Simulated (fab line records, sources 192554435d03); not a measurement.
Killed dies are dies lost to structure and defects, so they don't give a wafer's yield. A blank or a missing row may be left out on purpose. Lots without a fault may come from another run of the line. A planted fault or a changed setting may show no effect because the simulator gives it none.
Which tool did it? | flow n5_finfet | 23 lots, 69 wafers sampled, at 3 steps of a route of 1938

WHAT THE GAUGES READ, wafer by wafer
N5_BEOL_M0_SAQP_CD_MEAS_40: target cd 30 nm. Usual: cd_nm 30.03 nm, standard deviation 0.27.
lot  | measured     | on        | cd_nm (nm)        | flag
L074 | day 5 20:53  | cd_sem-03 | 30.08 30.15 30.06 |
L075 | day 6 02:31  | cd_sem-03 | 30.31 30.21 30.32 |
L076 | day 6 04:32  | cd_sem-01 | 30.00 30.08 29.78 |
L077 | day 6 13:15  | cd_sem-02 | 30.13 29.81 30.40 |
L078 | day 6 18:19  | cd_sem-01 | 29.92 29.84 30.13 |
L079 | day 7 00:21  | cd_sem-03 | 29.64 29.79 29.62 |
L080 | day 7 05:03  | cd_sem-01 | 30.44 30.27 29.94 |
L082 | day 7 11:15  | cd_sem-03 | 29.75 30.32 30.48 |
L081 | day 7 17:27  | cd_sem-01 | 30.36 29.62 30.43 |
L083 | day 7 20:55  | cd_sem-03 | 30.07 29.67 29.35 |
L084 | day 8 03:13  | cd_sem-03 | 29.84 29.93 30.05 |
L085 | day 10 23:51 | cd_sem-03 | 29.97 30.28 30.29 |
L088 | day 10 23:54 | cd_sem-03 | 29.87 29.93 29.98 |
L095 | day 11 00:19 | cd_sem-02 | 29.98 30.46 30.02 |
L094 | day 11 01:17 | cd_sem-03 | 30.29 30.14 30.30 |
L089 | day 11 03:20 | cd_sem-03 | 29.88 30.09 30.09 |
L090 | day 11 03:32 | cd_sem-03 | 29.87 29.96 30.58 |
L091 | day 11 03:47 | cd_sem-01 | 29.87 30.17 30.33 |
L087 | day 11 04:04 | cd_sem-02 | 30.29 30.20 30.08 |
L093 | day 11 04:22 | cd_sem-02 | 29.18 29.88 29.49 |
L086 | day 11 04:32 | cd_sem-03 | 29.95 30.06 30.17 |
L096 | day 11 04:40 | cd_sem-01 | 29.90 29.71 30.24 |
L097 | day 11 19:38 | cd_sem-02 | 30.00 30.31 29.66 |

WHICH TOOL RAN EACH LOT (tool, then ch and the chambers of the sampled wafers, then the start)
lot  | N5_BEOL_M0_SAQP_ETCH_84            | N5_BEOL_M0_SAQP_RECESS_109
L074 | rie_diel-01 ch 0,3, day 5 16:40    | vapor_etch-02 ch 0,1, day 5 19:26
L075 | rie_diel-06 ch 0,1, day 5 21:38    | vapor_etch-01 ch 0, day 6 00:57
L076 | rie_diel-06 ch 0,1,3, day 6 00:58  | vapor_etch-01 ch 0,1, day 6 03:22
L077 | rie_diel-01 ch 2,3, day 6 09:33    | vapor_etch-01 ch 0,1, day 6 12:01
L078 | rie_diel-01 ch 0,1, day 6 13:44    | vapor_etch-02 ch 0,1, day 6 16:58
L079 | rie_diel-05 ch 2,3, day 6 19:49    | vapor_etch-02 ch 0,1, day 6 22:59
L080 | rie_diel-06 ch 0,3, day 7 00:59    | vapor_etch-01 ch 0,1, day 7 03:43
L082 | rie_diel-06 ch 0,1,3, day 7 07:40  | vapor_etch-01 ch 0,1, day 7 10:03
L081 | rie_diel-06 ch 0,2,3, day 7 13:31  | vapor_etch-02 ch 0,1, day 7 15:59
L083 | rie_diel-01 ch 1,2,3, day 7 17:07  | vapor_etch-02 ch 0,1, day 7 19:35
L084 | rie_diel-01 ch 1,2,3, day 7 23:21  | vapor_etch-01 ch 0,1, day 8 01:55
L085 | rie_diel-05 ch 0,1, day 10 18:56   | vapor_etch-02 ch 0,1, day 10 22:27
L088 | rie_diel-01 ch 0,1,2, day 10 18:59 | vapor_etch-02 ch 0, day 10 22:34
L095 | rie_diel-06 ch 0,3, day 10 19:18   | vapor_etch-02 ch 0,1, day 10 23:03
L094 | rie_diel-01 ch 0,1, day 10 19:29   | vapor_etch-02 ch 0,1, day 10 23:56
L089 | rie_diel-05 ch 0,1, day 10 19:29   | vapor_etch-02 ch 0,1, day 11 00:03
L090 | rie_diel-06 ch 0,1,2, day 10 19:33 | vapor_etch-02 ch 0, day 11 00:29
L091 | rie_diel-01 ch 0,1,3, day 10 19:46 | vapor_etch-01 ch 0,1, day 11 00:46
L087 | rie_diel-01 ch 0,1,2, day 10 20:19 | vapor_etch-02 ch 0,1, day 11 01:05
L093 | rie_diel-05 ch 1,3, day 10 20:27   | vapor_etch-02 ch 1, day 11 01:13
L086 | rie_diel-06 ch 1,2,3, day 10 20:58 | vapor_etch-01 ch 0,1, day 11 01:18
L096 | rie_diel-06 ch 1,2, day 10 21:34   | vapor_etch-02 ch 0, day 11 01:38
L097 | rie_diel-01 ch 0,2, day 11 15:20   | vapor_etch-02 ch 0,1, day 11 18:19
- N5_BEOL_M0_SAQP_ETCH_84: etches SOC in N2/H2, target depth 100 nm, overetch 20 nm, time 150 s.
- N5_BEOL_M0_SAQP_RECESS_109: chemistry HF/NH3, target SiO2, target depth 3 nm, afs cycles 1, sublimation time 60 s.

WHAT THE TOOLS THEMSELVES READ (means of the sampled wafers that have a number; where no wafer has one, the mark that the record gives instead)
N5_BEOL_M0_SAQP_ETCH_84. Usual: drypump_motor_current_A 5.6 A, standard deviation 0.63; n2_flow_sccm 200.0 sccm, standard deviation 0.56; oes_product_au 0.67 a.u., standard deviation 0.06; rf_fwd_power_W 835.6 W, standard deviation 2.7; rf_vpp_V 524.5 V, standard deviation 2.4; showerhead_plenum_p_Torr 2.56 Torr, standard deviation 0.081; throttle_valve_pct 17.89 %, standard deviation 0.2.
lot  | tool        | drypump_motor_current_A (A) | n2_flow_sccm (sccm) | oes_product_au (a.u.) | rf_fwd_power_W (W) | rf_vpp_V (V) | showerhead_plenum_p_Torr (Torr) | throttle_valve_pct (%) | flag
L074 | rie_diel-01 | 4.9                         | 200.5               | 0.68                  | 835.2              | 527.0        | 2.61                            | 18.06                  |
L075 | rie_diel-06 | 5.7                         | 199.9               | 0.69                  | 833.1              | 524.2        | 2.58                            | 17.73                  |
L076 | rie_diel-06 | 5.8                         | 199.8               | 0.70                  | 836.8              | 525.6        | 2.58                            | 17.76                  |
L077 | rie_diel-01 | 5.3                         | 199.2               | 0.68                  | 837.4              | 523.6        | 2.53                            | 17.97                  |
L078 | rie_diel-01 | 5.1                         | 200.2               | 0.65                  | 834.3              | 525.6        | 2.63                            | 17.86                  |
L079 | rie_diel-05 | 5.2                         | 199.8               | 0.71                  | 834.9              | 527.4        | 2.66                            | 17.85                  |
L080 | rie_diel-06 | 5.7                         | 199.9               | 0.69                  | 837.1              | 525.5        | 2.58                            | 17.81                  |
L082 | rie_diel-06 | 5.8                         | 199.8               | 0.68                  | 834.0              | 524.6        | 2.58                            | 17.78                  |
L081 | rie_diel-06 | 6.1                         | 199.9               | 0.75                  | 832.9              | 524.6        | 2.57                            | 17.66                  |
L083 | rie_diel-01 | 5.2                         | 200.2               | 0.65                  | 837.0              | 524.7        | 2.55                            | 17.94                  |
L084 | rie_diel-01 | 5.2                         | 200.5               | 0.65                  | 835.7              | 524.8        | 2.55                            | 17.95                  |
L085 | rie_diel-05 | 6.7                         | 200.8               | 0.64                  | 834.3              | 520.0        | 2.41                            | 18.07                  |
L088 | rie_diel-01 | 5.3                         | 199.3               | 0.65                  | 836.3              | 525.2        | 2.59                            | 17.97                  |
L095 | rie_diel-06 | 6.1                         | 200.2               | 0.70                  | 836.1              | 526.4        | 2.63                            | 17.69                  |
L094 | rie_diel-01 | 5.1                         | 200.1               | 0.63                  | 837.5              | 525.9        | 2.61                            | 17.92                  |
L089 | rie_diel-05 | 6.7                         | 200.5               | 0.64                  | 834.7              | 520.5        | 2.41                            | 18.07                  |
L090 | rie_diel-06 | 6.1                         | 200.0               | 0.72                  | 835.7              | 524.4        | 2.56                            | 17.65                  |
L091 | rie_diel-01 | 5.0                         | 200.5               | 0.63                  | 835.4              | 525.1        | 2.58                            | 18.04                  |
L087 | rie_diel-01 | 5.3                         | 200.1               | 0.65                  | 836.6              | 524.9        | 2.59                            | 17.97                  |
L093 | rie_diel-05 | 6.1                         | 200.1               | 0.70                  | 836.1              | 523.0        | 2.52                            | 17.94                  |
L086 | rie_diel-06 | 5.8                         | 200.1               | 0.69                  | 836.7              | 522.9        | 2.51                            | 17.79                  |
L096 | rie_diel-06 | 6.1                         | 199.3               | 0.74                  | 834.9              | 522.4        | 2.50                            | 17.63                  |
L097 | rie_diel-01 | 5.2                         | 199.9               | 0.67                  | 835.5              | 525.0        | 2.59                            | 18.08                  |

N5_BEOL_M0_SAQP_RECESS_109. Usual: drypump_motor_current_A 5.9 A, standard deviation 0.63.
lot  | tool          | drypump_motor_current_A (A) | flag
L074 | vapor_etch-02 | 5.6                         |
L075 | vapor_etch-01 | 6.1                         |
L076 | vapor_etch-01 | 6.1                         |
L077 | vapor_etch-01 | 6.1                         |
L078 | vapor_etch-02 | 5.6                         |
L079 | vapor_etch-02 | 6.1                         |
L080 | vapor_etch-01 | 6.1                         |
L082 | vapor_etch-01 | 6.1                         |
L081 | vapor_etch-02 | 5.6                         |
L083 | vapor_etch-02 | 5.6                         |
L084 | vapor_etch-01 | 6.1                         |
L085 | vapor_etch-02 | 5.6                         |
L088 | vapor_etch-02 | 5.1                         |
L095 | vapor_etch-02 | 6.1                         |
L094 | vapor_etch-02 | 5.6                         |
L089 | vapor_etch-02 | 5.6                         |
L090 | vapor_etch-02 | 5.1                         |
L091 | vapor_etch-01 | 6.1                         |
L087 | vapor_etch-02 | 6.1                         |
L093 | vapor_etch-02 | 6.6                         |
L086 | vapor_etch-01 | 6.1                         |
L096 | vapor_etch-02 | 5.1                         |
L097 | vapor_etch-02 | 5.6                         |

THE ANSWER, worked out from the rows above alone
Rule: a lot is off if the mean of its wafers that have a number lies more than 3 standard deviations from the usual mean. A lot without any number at a reading at which 4 lots or more have one is off too. The other lots that the step has rows for count as sound. The gauges are gone through in route order, then the tools' own readings, and for those a lot's mean is taken as printed above. The first step at which some lot is off is used, and at that step the reading that is off furthest; a lot without a number counts as furthest.
No lot is off at any reading shown: from this, nothing can be told.

WHAT THE SIMULATOR HAD PUT IN
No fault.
